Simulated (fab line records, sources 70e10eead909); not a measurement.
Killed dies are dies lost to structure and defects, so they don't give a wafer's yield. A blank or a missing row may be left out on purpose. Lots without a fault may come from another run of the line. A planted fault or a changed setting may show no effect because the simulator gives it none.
A struck lot beside a sound one | flow nand_harc | 27 steps out of a route of 1159
Sound: wafers L766.1, L766.5, L766.6. Struck: wafers L756.2, L756.3, L756.4. The cause comes at the end.
At each step with rows: each side's tool, then ch and its chambers, then its first start. Under that, the readings that differ: sound wafers | struck wafers | difference of the means | sigmas: that difference in standard deviations of wafers without a fault.
alike: readings whose means differ by less than 2 such deviations, and words and numbers that are the same on both sides. not compared: withheld readings, readings that some wafer has no value for, bounds like >300 that may hide the same value, and numbers for which the record gives no deviation and whose values overlap.
The two part at a step that has a row with sigmas, a row that says differs or no value, or rows on one side only. Numbers that don't overlap but have no deviation are shown without sigmas and don't part them. A reading that every wafer of one side lacks parts them only if that side has two wafers or more.

NHARC_A_M0_DEGAS_28: time 60 s.
  sound on pvd_sputter-02, day 22 00:54; struck on pvd_sputter-02, day 18 22:46
  alike: heater_power_w
then, 1 step without rows for these wafers: NHARC_A_M0_PRE_CLEAN_29 (time 30 s).
NHARC_A_M0_PVD_20: deposits TaN, target thk 5 nm, time 8.06 s.
  sound on pvd_sputter-02; struck on pvd_sputter-02
  alike: throttle_valve_pct
NHARC_A_M0_PVD_21: deposits Cu, target thk 30 nm, time 20.49 s.
  sound on pvd_sputter-02; struck on pvd_sputter-02
  alike: throttle_valve_pct
then, 2 steps without rows for these wafers: NHARC_A_M0_ECD_22 (material Cu, target thk 400 nm); NHARC_A_M0_ANNEAL_30 (time 90 s).
NHARC_A_M0_CMP_23: polishes, t overpolish 20 s, target thk 113.75 nm.
  sound on cmp-02 ch 0,1,3, day 22 02:05; struck on cmp-04 ch 0,2,3, day 18 23:52
  alike: motor_current_A, time_to_endpoint_s
  not compared: pad_life_wafers
NHARC_A_M0_THK_MEAS_24: measures by xrf.
  sound on film_metro-02, day 22 02:19; struck on film_metro-02, day 19 00:11
  alike: thk_nm
then, 1 step without rows for these wafers: NHARC_A_M0_SRD_25.
NHARC_A_M0_INSPECT_27:
  sound on defect_inspect-01, day 22 02:28; struck on defect_inspect-01, day 19 00:20
  alike: raw_defect_count
NHARC_A_M0_PRE_CLEAN_31: time 12 s.
  sound on pecvd-02 ch 1,2, day 22 02:33; struck on pecvd-02 ch 0,1,2, day 19 00:34
  alike: heater_power_w
NHARC_A_M0_DEP_32: deposits SiCN, target thk 30 nm.
  sound on pecvd-02 ch 1,2, day 22 02:40; struck on pecvd-02 ch 0,1,2, day 19 00:38
  alike: chamber_pressure_Torr, heater_power_w
then, 10 steps without rows for these wafers: NHARC_A_M1_DEP_00 (deposits SiOC, target thk 182.5 nm); NHARC_A_M1_DEHYDRATE_01 (time 120 s); NHARC_A_M1_HMDS_02 (time 30 s); NHARC_A_M1_COAT_34 (time 65 s); NHARC_A_M1_COAT_03 (resist thk 90 nm); NHARC_A_M1_SOFTBAKE_04 (time 55 s); NHARC_A_M1_EBR_05; NHARC_A_M1_EXPOSE_06 (exposes mask A M1, target cd 120 nm); NHARC_A_M1_PEB_07 (peb time 65 s); NHARC_A_M1_DEVELOP_08 (develop time 35 s).
NHARC_A_M1_CD_MEAS_09: target cd 120 nm.
  sound on cd_sem-02 ch 0, day 22 03:43; struck on cd_sem-02 ch 0, day 19 01:45
  alike: cd_nm
NHARC_A_M1_OVL_MEAS_10: pitch 240 nm.
  sound on overlay-02, day 22 03:48; struck on overlay-01, day 19 01:50
  reading           | sound          | struck      | difference | sigmas
  overlay_y_nm (nm) | -1.0 -0.6 -0.8 | 0.9 0.9 1.1 | +1.8       | +2
  alike: overlay_x_nm
NHARC_A_M1_INSPECT_11:
  sound on defect_inspect-02, day 22 03:50; struck on defect_inspect-01, day 19 01:52
  reading          | sound    | struck      | difference | sigmas
  raw_defect_count | 41 32 37 | 566 555 559 | +523       | +37
then, 1 step without rows for these wafers: NHARC_A_M1_DESCUM_14 (chemistry O2, time 3 s).
NHARC_END_SORT_01:
  the record has rows for the struck wafers here (prober-01 ch 0, day 20 19:27) and none for the sound ones

WHERE THEY PART
First at NHARC_A_M1_OVL_MEAS_10; last, within this record, at NHARC_END_SORT_01.

WHY: what the simulator had put in
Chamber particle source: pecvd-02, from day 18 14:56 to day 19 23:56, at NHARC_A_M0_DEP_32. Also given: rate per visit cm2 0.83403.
